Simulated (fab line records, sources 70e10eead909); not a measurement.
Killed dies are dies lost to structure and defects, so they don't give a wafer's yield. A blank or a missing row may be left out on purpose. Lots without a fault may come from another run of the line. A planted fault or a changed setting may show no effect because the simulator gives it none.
fab line records | flow nand_harc
record lots=24 wafers=72 last_day=34
route steps=1302 shown P_CONTACT@217 P_M0@274 P_M1@296
lots that met no fault: from a run of the same line without faults
start_h: hours from the record's first day to the start of the lot's first wafer shown | wait_h: hours since the lot's step before | " the same as in the row above | L1.1+2: a row that stands for several wafers | - no value, or no start given | * or withheld: withheld | < > ~ a bound
route shown NAME@n: a module of which the file shows steps, and the number in the route of the first | usual: mean/standard deviation of fault-free wafers | same: alike in all rows | chamber/n: place in a boat | sites: the reading at each site | _std_site: their standard deviation | _edge_site: outer sites' mean less inner sites' | radius_mm: how far each site lies from the wafer's centre | mask NAME#n: copy n | behind: the tool/chamber that last shaped the wafer | hold: why the lot was held/for how many hours/how that ended | device: the transistor (n, p or np) that didn't switch | end of line: the same wafers' tests at the end of the route | a step without rows: its recipe alone | killed: dies lost to structure and defects at the first sort, not the wafer's yield | map: a wafer's dies, x killed, . not, _ none there
set.NAME: the setting as run; set.NAME@STEP: as run at that earlier step | model.NAME: the simulator's own value behind a step, which no gauge read
steps of the route over a sample of lots; a table a step, a row a wafer
services: from which hour (start_h, from the record's first day; less than 0 if before it) a tool's chamber was out of use, for how many hours, and why
## steps
# step NHARC_P_CONTACT_DEP_30
# recipe target_thk_a=300 temp_c=400 target_thk_nm=30 flow_sccm=200 rf_w=450 material=SiNx
# usual heater_power_w=751/91
# columns lot.wafer tool chamber start_h wait_h heater_power_w
L074.2 pecvd-03 0 115.39 0.1 750
L074.3 " 1 " " 992
L074.1 " 2 " " 624
L075.3 pecvd-04 1 123.82 0.1 704
L075.2 " 0 " " 862
L075.6 " 2 " " 758
L076.1 pecvd-04 1 136.68 0.1 750
L076.6 " 1 " " 749
L076.5 " 0 " " 729
L077.3 pecvd-04 0 151.80 0.1 767
L077.5 " 2 " " 714
L077.4 " 1 " " 668
L078.3 pecvd-01 0 152.15 0.1 707
L078.5 " 2 " " 599
L078.6 " 0 " " 691
L079.1 pecvd-04 2 161.17 0.1 712
L079.6 " 2 " " 701
L079.5 " 0 " " 862
L080.1 pecvd-04 0 177.89 0.1 727
L080.4 " 0 " " 738
L080.5 " 1 " " 775
L081.2 pecvd-04 1 182.86 0.1 695
L081.3 " 0 " " 817
L081.4 " 0 " " 827
L082.2 pecvd-04 2 201.66 0.1 790
L082.3 " 0 " " 726
L082.5 " 0 " " 732
L083.2 pecvd-01 1 206.46 0.1 660
L083.1 " 2 " " 536
L083.4 " 1 " " 672
L084.1 pecvd-03 0 212.81 0.1 840
L084.2 " 2 " " 703
L084.6 " 1 " " 943
L085.2 pecvd-04 2 224.54 0.1 683
L085.4 " 1 " " 734
L085.5 " 2 " " 687
L086.1 pecvd-01 2 230.42 0.1 640
L086.4 " 2 " " 641
L086.5 " 0 " " 725
L087.1 pecvd-03 1 241.38 0.1 906
L087.2 " 2 " " 616
L087.3 " 0 " " 836
L089.3 pecvd-01 2 262.24 0.1 638
L089.1 " 0 " " 663
L089.5 " 1 " " 731
L088.3 pecvd-04 2 262.90 0.1 790
L088.2 " 0 " " 818
L088.5 " 0 " " 817
L090.3 pecvd-03 1 276.71 0.1 803
L090.4 " 1 " " 793
L090.5 " 2 " " 608
L091.2 pecvd-03 0 280.44 0.1 831
L091.1 " 1 " " 799
L091.6 " 0 " " 818
L092.2 pecvd-01 0 300.51 0.3 632
L092.6 " 1 " " 728
L092.5 " 2 " " 535
L093.1 pecvd-04 1 305.04 0.1 803
L093.4 " 1 " " 792
L093.5 " 2 " " 755
L094.1 pecvd-04 0 317.89 0.1 779
L094.4 " 0 " " 802
L094.3 " 2 " " 716
L095.2 pecvd-03 1 320.02 0.1 914
L095.3 " 2 " " 674
L095.6 " 1 " " 924
L096.4 pecvd-03 1 336.76 0.2 878
L096.5 " 2 " " 608
L096.6 " 0 " " 930
L097.1 pecvd-04 1 353.92 0.1 822
L097.2 " 2 " " 741
L097.4 " 2 " " 742
# step NHARC_P_CONTACT_OVL_MEAS_13
# usual overlay_x_nm=-0.1/0.71 overlay_y_nm=-0.3/0.88
# columns lot.wafer tool chamber start_h wait_h overlay_x_nm overlay_y_nm
L074.1 overlay-01 - 117.01 - -0.5 -1.1
L074.2 " - " " -0.7 -1.3
L074.3 " - " " -0.7 -1.0
L075.2 overlay-02 - 125.33 - -0.6 -0.3
L075.3 " - " " -0.7 -0.1
L075.6 " - " " -0.7 -0.5
L076.1 overlay-01 - 138.31 - -0.1 0.2
L076.5 " - " " 0.1 0.3
L076.6 " - " " 0.1 -0.7
L077.3 overlay-01 - 153.39 - -0.1 0.6
L077.4 " - " " -0.2 0.6
L077.5 " - " " 0.3 -0.3
L078.3 overlay-02 - 153.71 - 0.1 0.0
L078.5 " - " " -0.3 0.0
L078.6 " - " " 0.2 0.2
L079.1 overlay-01 - 162.80 - -0.3 -1.0
L079.5 " - " " -0.1 -1.0
L079.6 " - " " 0.2 -0.5
L080.1 overlay-01 - 179.36 - -0.1 0.9
L080.4 " - " " 0.2 1.0
L080.5 " - " " 0.3 0.6
L081.2 overlay-02 - 184.49 - -1.6 0.0
L081.3 " - " " -0.8 0.1
L081.4 " - " " -1.2 -0.1
L082.2 overlay-02 - 203.30 - 1.1 -0.9
L082.3 " - " " 0.6 -0.9
L082.5 " - " " 1.5 -0.2
L083.1 overlay-02 - 207.93 - -0.1 0.0
L083.2 " - " " 0.1 -0.1
L083.4 " - " " -0.1 -0.1
L084.1 overlay-02 - 214.30 - -0.9 -0.6
L084.2 " - " " -1.5 -0.4
L084.6 " - " " -1.7 0.3
L085.2 overlay-01 - 226.14 - 1.7 -0.3
L085.4 " - " " 1.4 0.1
L085.5 " - " " 1.5 -0.2
L086.1 overlay-01 - 232.09 - -0.3 0.2
L086.4 " - " " -0.8 0.9
L086.5 " - " " -0.3 0.9
L087.1 overlay-01 - 243.02 - 0.0 -1.2
L087.2 " - " " 0.0 -1.6
L087.3 " - " " -0.3 -2.0
L089.1 overlay-01 - 263.83 - 0.8 -0.1
L089.3 " - " " 0.8 -0.6
L089.5 " - " " 0.6 -0.9
L088.2 overlay-01 - 264.49 - 0.0 -2.6
L088.3 " - " " 0.7 -2.5
L088.5 " - " " 0.4 -2.2
L090.3 overlay-01 - 278.22 - 0.4 0.8
L090.4 " - " " 0.0 -0.2
L090.5 " - " " 0.1 0.0
L091.1 overlay-01 - 282.02 - -0.3 -1.5
L091.2 " - " " -0.3 -2.0
L091.6 " - " " -0.7 -1.8
L092.2 overlay-01 - 302.06 - -0.1 -0.5
L092.5 " - " " 0.1 -0.9
L092.6 " - " " -0.3 -1.6
L093.1 overlay-01 - 306.54 - -0.3 0.1
L093.4 " - " " -0.4 0.8
L093.5 " - " " -0.7 0.7
L094.1 overlay-02 - 319.77 - -0.7 1.0
L094.3 " - " " -0.4 0.0
L094.4 " - " " 0.3 0.6
L095.2 overlay-02 - 321.66 - -0.1 0.0
L095.3 " - " " 0.4 0.8
L095.6 " - " " -0.2 -0.1
L096.4 overlay-02 - 338.15 - 0.1 0.8
L096.5 " - " " -0.2 0.0
L096.6 " - " " -0.3 0.0
L097.1 overlay-02 - 355.44 - -1.6 -0.2
L097.2 " - " " -1.7 -0.3
L097.4 " - " " -1.6 -0.4
# step NHARC_P_M0_PVD_20
# recipe target_thk_a=50 bias_v=168.6 power_w=15000 chamber_pressure_pa=0.12 time_s=8.06 substrate_temp_c=50 material=TaN
# usual cathode_dc_power_W=15000/2.6 throttle_valve_pct=30.6/0.82
# columns lot.wafer tool chamber start_h wait_h cathode_dc_power_W throttle_valve_pct
L074.2 pvd_sputter-01 - - - 14999 30.9
L074.3 " - " " 14997 30.8
L074.1 " - " " 15001 28.9
L075.2 pvd_sputter-03 - - - 15000 32.0
L075.3 " - " " 15005 30.3
L075.6 " - " " 15001 31.8
L076.1 pvd_sputter-03 - - - 15002 31.7
L076.5 " - " " 14998 31.7
L076.6 " - " " 15000 30.5
L077.3 pvd_sputter-03 - - - 14999 30.3
L077.4 " - " " 14999 31.5
L077.5 " - " " 15000 31.1
L078.3 pvd_sputter-01 - - - 14995 31.4
L078.6 " - " " 14995 30.9
L078.5 " - " " 14998 31.2
L079.1 pvd_sputter-02 - - - 15005 29.9
L079.6 " - " " 15000 30.2
L079.5 " - " " 14999 30.7
L080.4 pvd_sputter-03 - - - 15001 29.6
L080.1 " - " " 15002 30.7
L080.5 " - " " 15001 32.0
L081.2 pvd_sputter-02 - - - 15000 29.9
L081.3 " - " " 15003 30.5
L081.4 " - " " 15007 30.3
L082.3 pvd_sputter-02 - - - 14999 30.1
L082.2 " - " " 14997 30.5
L082.5 " - " " 15002 30.3
L083.1 pvd_sputter-02 - - - 15002 30.3
L083.4 " - " " 14999 30.8
L083.2 " - " " 15001 30.0
L084.1 pvd_sputter-01 - - - 15000 30.5
L084.2 " - " " 15005 31.2
L084.6 " - " " 15000 30.7
L085.2 pvd_sputter-02 - - - 15002 30.3
L085.4 " - " " 15000 30.1
L085.5 " - " " 15008 30.6
L086.1 pvd_sputter-03 - - - 14999 31.9
L086.4 " - " " 15001 30.8
L086.5 " - " " 14998 32.1
L087.3 pvd_sputter-03 - - - 14994 30.1
L087.2 " - " " 14997 32.1
L087.1 " - " " 15003 30.2
L089.3 pvd_sputter-01 - - - 15005 30.7
L089.1 " - " " 14996 29.2
L089.5 " - " " 15000 30.8
L088.2 pvd_sputter-03 - - - 15000 31.9
L088.3 " - " " 14993 30.3
L088.5 " - " " 15001 29.8
L090.4 pvd_sputter-01 - - - 14998 30.9
L090.3 " - " " 14997 29.9
L090.5 " - " " 15000 32.2
L091.1 pvd_sputter-01 - - - 15002 29.2
L091.2 " - " " 15000 29.7
L091.6 " - " " 14998 30.8
L092.2 pvd_sputter-02 - - - 15002 31.5
L092.5 " - " " 15002 29.7
L092.6 " - " " 15003 30.5
L093.4 pvd_sputter-02 - - - 14997 31.6
L093.1 " - " " 15000 31.3
L093.5 " - " " 15000 31.6
L094.1 pvd_sputter-01 - - - 15001 29.2
L094.4 " - " " 14997 29.7
L094.3 " - " " 14998 30.6
L095.2 pvd_sputter-03 - - - 15000 30.5
L095.3 " - " " 14998 29.8
L095.6 " - " " 15002 30.5
L096.4 pvd_sputter-03 - - - 14999 29.9
L096.5 " - " " 14998 30.8
L096.6 " - " " 15004 29.8
L097.2 pvd_sputter-01 - - - 14998 31.1
L097.1 " - " " 14999 32.1
L097.4 " - " " 14996 29.9
# step NHARC_P_M0_PRE_CLEAN_31
# recipe time_s=12 temp_c=370 rf_power_w=300 gas=NH3
# usual heater_power_w=661/84
# columns lot.wafer tool chamber start_h wait_h heater_power_w
L074.2 pecvd-03 0 123.74 0.1 701
L074.3 " 1 " " 821
L074.1 " 2 " " 588
L075.3 pecvd-03 1 132.29 0.1 842
L075.2 " 2 " " 633
L075.6 " 1 " " 843
L076.1 pecvd-03 1 145.13 0.1 764
L076.5 " 0 " " 657
L076.6 " 2 " " 649
L077.3 pecvd-03 0 160.25 0.1 741
L077.5 " 1 " " 787
L077.4 " 2 " " 571
L078.3 pecvd-01 1 160.59 0.1 674
L078.6 " 2 " " 537
L078.5 " 0 " " 627
L079.1 pecvd-03 0 169.98 0.1 687
L079.5 " 0 " " 675
L079.6 " 1 " " 732
L080.1 pecvd-01 0 186.66 0.5 574
L080.5 " 2 " " 560
L080.4 " 0 " " 589
L081.3 pecvd-02 1 191.22 0.1 618
L081.2 " 0 " " 734
L081.4 " 2 " " 548
L082.2 pecvd-02 0 213.06 0.1 701
L082.3 " 1 " " 646
L082.5 " 2 " " 595
L083.1 pecvd-02 0 217.31 0.1 699
L083.2 " 1 " " 679
L083.4 " 1 " " 716
L084.2 pecvd-01 2 221.02 0.1 469
L084.1 " 1 " " 588
L084.6 " 0 " " 584
L085.2 pecvd-01 0 233.71 0.1 656
L085.5 " 1 " " 657
L085.4 " 0 " " 663
L086.1 pecvd-03 1 239.58 0.1 784
L086.4 " 2 " " 616
L086.5 " 0 " " 760
L087.3 pecvd-03 0 250.23 0.1 737
L087.1 " 1 " " 699
L087.2 " 2 " " 525
L089.3 pecvd-03 2 270.57 0.1 642
L089.1 " 0 " " 711
L089.5 " 0 " " 715
L088.2 pecvd-02 1 271.29 0.1 604
L088.3 " 0 " " 729
L088.5 " 1 " " 609
L090.3 pecvd-03 2 285.04 0.1 647
L090.4 " 1 " " 694
L090.5 " 2 " " 641
L091.2 pecvd-03 1 289.03 0.1 806
L091.1 " 2 " " 553
L091.6 " 2 " " 547
L092.2 pecvd-01 0 308.94 0.1 640
L092.6 " 2 " " 543
L092.5 " 0 " " 649
L093.1 pecvd-02 0 313.30 0.1 745
L093.4 " 1 " " 683
L093.5 " 2 " " 526
L094.3 pecvd-03 2 326.76 0.1 645
L094.1 " 1 " " 705
L094.4 " 0 " " 747
L095.3 pecvd-03 1 328.52 0.1 752
L095.2 " 0 " " 721
L095.6 " 2 " " 549
L096.5 pecvd-01 2 345.12 0.1 593
L096.4 " 0 " " 616
L096.6 " 1 " " 690
L097.1 pecvd-03 2 362.28 0.1 635
L097.2 " 0 " " 743
L097.4 " 0 " " 777
# step NHARC_P_M1_OVL_MEAS_10
# recipe pitch_nm=260
# usual overlay_x_nm=-0.4/0.63 overlay_y_nm=0.0/0.98
# columns lot.wafer tool chamber start_h wait_h overlay_x_nm overlay_y_nm
L074.1 overlay-01 - 125.04 - 0.6 0.2
L074.2 " - " " -0.4 0.6
L074.3 " - " " 0.2 -0.5
L075.2 overlay-01 - 133.68 - -1.3 0.1
L075.3 " - " " -1.4 0.1
L075.6 " - " " -1.9 0.0
L076.1 overlay-02 - 146.54 - 0.0 -1.1
L076.5 " - " " 0.0 -1.9
L076.6 " - " " 0.2 -1.5
L077.3 overlay-02 - 161.64 - 0.1 0.7
L077.4 " - " " 0.3 0.0
L077.5 " - " " 0.0 0.1
L078.3 overlay-01 - 161.98 - 0.0 -1.0
L078.5 " - " " -0.2 -1.6
L078.6 " - " " 0.1 -1.1
L079.1 overlay-01 - 171.40 - -1.0 0.6
L079.5 " - " " -1.1 0.1
L079.6 " - " " -1.3 0.3
L080.1 overlay-02 - 188.06 - -0.8 0.8
L080.4 " - " " -1.7 0.7
L080.5 " - " " -1.4 0.6
L081.2 overlay-02 - 192.61 - -0.3 -0.6
L081.3 " - " " -0.7 -1.1
L081.4 " - " " -0.4 -0.9
L082.2 overlay-01 - 214.46 - -0.3 0.8
L082.3 " - " " -0.6 0.9
L082.5 " - " " -0.4 1.2
L083.1 overlay-01 - 218.58 - 0.1 -0.8
L083.2 " - " " 0.5 0.0
L083.4 " - " " 0.2 -0.3
L084.1 overlay-02 - 222.44 - -0.2 1.1
L084.2 " - " " -0.5 1.2
L084.6 " - " " 0.0 1.3
L085.2 overlay-01 - 235.09 - -1.3 0.5
L085.4 " - " " -0.6 0.3
L085.5 " - " " -1.5 0.4
L086.1 overlay-02 - 240.97 - -0.9 0.2
L086.4 " - " " -1.3 -0.7
L086.5 " - " " -1.4 -0.1
L087.1 overlay-02 - 251.65 - -1.2 0.7
L087.2 " - " " -1.4 0.7
L087.3 " - " " -1.1 0.8
L089.1 overlay-02 - 271.85 - -0.8 0.6
L089.3 " - " " -0.2 0.2
L089.5 " - " " -0.3 0.6
L088.2 overlay-01 - 272.71 - 0.0 0.9
L088.3 " - " " 0.2 1.5
L088.5 " - " " 0.3 1.2
L090.3 overlay-01 - 286.55 - -0.4 -1.2
L090.4 " - " " -0.6 -1.5
L090.5 " - " " -0.6 -0.8
L091.1 overlay-02 - 290.45 - -0.1 1.3
L091.2 " - " " 0.4 0.8
L091.6 " - " " -0.3 0.9
L092.2 overlay-02 - 310.34 - 0.0 1.5
L092.5 " - " " -0.1 1.3
L092.6 " - " " -0.2 2.0
L093.1 overlay-01 - 314.66 - 0.1 -0.6
L093.4 " - " " 0.1 -0.7
L093.5 " - " " 0.4 0.0
L094.1 overlay-02 - 328.18 - 0.0 -1.7
L094.3 " - " " 0.4 -1.9
L094.4 " - " " -0.4 -1.7
L095.2 overlay-01 - 329.94 - 0.8 1.3
L095.3 " - " " 0.9 1.0
L095.6 " - " " 0.6 0.9
L096.4 overlay-02 - 346.37 - 0.2 -1.1
L096.5 " - " " -0.6 -1.1
L096.6 " - " " -0.5 -0.9
L097.1 overlay-01 - 363.56 - 0.3 -1.2
L097.2 " - " " -0.9 -1.0
L097.4 " - " " -0.5 -1.2
# step NHARC_P_M1_CD_MEAS_16
# usual cd_nm=130.2/0.59
# columns lot.wafer tool chamber start_h wait_h cd_nm
L074.1 cd_sem-03 - 125.45 - 129.8
L074.2 " - " " 129.9
L074.3 " - " " 129.8
L075.2 cd_sem-02 - 134.09 - 129.4
L075.3 " - " " 130.3
L075.6 " - " " 130.2
L076.1 cd_sem-03 - 146.95 - 129.8
L076.5 " - " " 129.8
L076.6 " - " " 129.8
L077.3 cd_sem-02 - 162.05 - 130.2
L077.4 " - " " 130.3
L077.5 " - " " 129.9
L078.3 cd_sem-02 - 162.43 - 130.2
L078.5 " - " " 129.4
L078.6 " - " " 129.2
L079.1 cd_sem-01 - 171.80 - 130.1
L079.5 " - " " 129.3
L079.6 " - " " 129.5
L080.1 cd_sem-03 - 188.46 - 129.5
L080.4 " - " " 130.1
L080.5 " - " " 129.8
L081.2 cd_sem-03 - 193.16 - 130.2
L081.3 " - " " 129.7
L081.4 " - " " 129.1
L082.2 cd_sem-02 - 214.86 - 130.2
L082.3 " - " " 130.1
L082.5 " - " " 131.0
L083.1 cd_sem-02 - 219.02 - 130.6
L083.2 " - " " 131.5
L083.4 " - " " 131.3
L084.1 cd_sem-02 - 222.84 - 130.7
L084.2 " - " " 130.4
L084.6 " - " " 129.9
L085.2 cd_sem-03 - 235.54 - 129.0
L085.4 " - " " 129.9
L085.5 " - " " 129.9
L086.1 cd_sem-02 - 241.38 - 129.7
L086.4 " - " " 129.5
L086.5 " - " " 130.0
L087.1 cd_sem-01 - 252.10 - 130.4
L087.2 " - " " 130.6
L087.3 " - " " 130.2
L089.1 cd_sem-01 - 272.25 - 129.6
L089.3 " - " " 129.8
L089.5 " - " " 130.0
L088.2 cd_sem-03 - 273.11 - 129.9
L088.3 " - " " 130.3
L088.5 " - " " 129.8
L090.3 cd_sem-01 - 286.96 - 130.3
L090.4 " - " " 130.5
L090.5 " - " " 130.2
L091.1 cd_sem-03 - 290.85 - 130.4
L091.2 " - " " 131.5
L091.6 " - " " 130.5
L092.2 cd_sem-02 - 310.75 - 130.3
L092.5 " - " " 130.1
L092.6 " - " " 129.9
L093.1 cd_sem-01 - 315.06 - 130.9
L093.4 " - " " 131.4
L093.5 " - " " 131.4
L094.1 cd_sem-01 - 328.58 - 129.6
L094.3 " - " " 129.9
L094.4 " - " " 130.3
L095.2 cd_sem-01 - 330.34 - 130.1
L095.3 " - " " 130.2
L095.6 " - " " 130.8
L096.4 cd_sem-02 - 346.78 - 130.4
L096.5 " - " " 131.0
L096.6 " - " " 130.4
L097.1 cd_sem-02 - 363.96 - 130.1
L097.2 " - " " 129.7
L097.4 " - " " 129.7
## services
# columns tool chamber start_h hours kind
pvd_sputter-02 - 104.00 10.0 pm
pvd_sputter-03 - 109.71 1.9 repair
pecvd-02 0 126.13 5.8 repair
pecvd-01 - 130.00 13.0 pm
pvd_sputter-03 - 170.02 10.0 pm
pvd_sputter-02 - 177.69 2.0 repair
pecvd-03 - 185.00 13.0 pm
pecvd-03 0 185.00 13.0 vent_cycle
pvd_sputter-03 - 187.09 10.1 repair
pvd_sputter-02 - 206.90 1.7 repair
pecvd-01 - 211.27 0.4 repair
pecvd-01 - 227.27 2.5 repair
pecvd-02 - 228.10 13.0 pm
pvd_sputter-01 - 228.43 10.0 pm
pvd_sputter-01 - 239.31 23.7 repair
pecvd-02 2 247.41 11.4 repair
pecvd-04 - 269.07 13.0 pm
pvd_sputter-02 - 282.00 10.0 pm
pecvd-03 - 299.35 1.8 repair
pecvd-01 - 311.00 13.0 pm
pecvd-04 1 312.43 6.7 repair
pecvd-01 1 326.25 2.4 repair
pecvd-02 - 340.94 1.7 repair
pvd_sputter-03 - 348.04 10.0 pm
## key
fault none
